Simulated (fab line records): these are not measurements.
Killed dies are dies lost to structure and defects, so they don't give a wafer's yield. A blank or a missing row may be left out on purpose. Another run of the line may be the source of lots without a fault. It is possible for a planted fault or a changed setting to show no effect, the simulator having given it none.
Chamber matching / flow nand_harc / NHARC_A_BLC_ALD_23 on ald_metal-04: 4 sister chambers
The step deposits TiN, target thk 3 nm, pulse time 1 s, ald cycles 150. 4 wafers are shown with their chamber, then 7 later ones without.

== WAFERS WITH THEIR CHAMBER ==
wafer=L081.1; chamber=1; heater_power_w (W)=1083
wafer=L088.5; chamber=3; heater_power_w (W)=1246
wafer=L091.2; chamber=0; heater_power_w (W)=1205
wafer=L091.5; chamber=2; heater_power_w (W)=940

== WAFERS WITH NO CHAMBER GIVEN ==
wafer=L091.6; heater_power_w (W)=1143
wafer=L094.3; heater_power_w (W)=1107
wafer=L094.5; heater_power_w (W)=1102
wafer=L094.6; heater_power_w (W)=937
wafer=L096.2; heater_power_w (W)=1089
wafer=L096.5; heater_power_w (W)=1126
wafer=L096.6; heater_power_w (W)=928

== WHICH CHAMBER EACH ONE RAN IN ==
wafer=L091.6; from the rows above=can't be placed: 1 or 0 or 3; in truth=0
wafer=L094.3; from the rows above=1; in truth=1
wafer=L094.5; from the rows above=1; in truth=1
wafer=L094.6; from the rows above=2; in truth=2
wafer=L096.2; from the rows above=1; in truth=1
wafer=L096.5; from the rows above=can't be placed: 1 or 0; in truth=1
wafer=L096.6; from the rows above=2; in truth=2
Correctly placed: 5 of 7. Cannot be placed on the basis of these rows: 2; the candidates contain the true chamber in 2. Placed wrongly: 0.
How it was worked out, from the rows above alone: a wafer's distance from a chamber is the root of the sum, over the readings, of the square of ((its reading less the chamber's mean) divided by the reading's scatter). The wafer belongs to the nearest chamber; if the next one is less than 2 further off, it can't be placed. For every chamber, the mean is computed from those of its wafers that are shown. The scatter: with one shown wafer a chamber, the root of the mean of the squares of how far each hidden wafer lies from its nearest shown one.
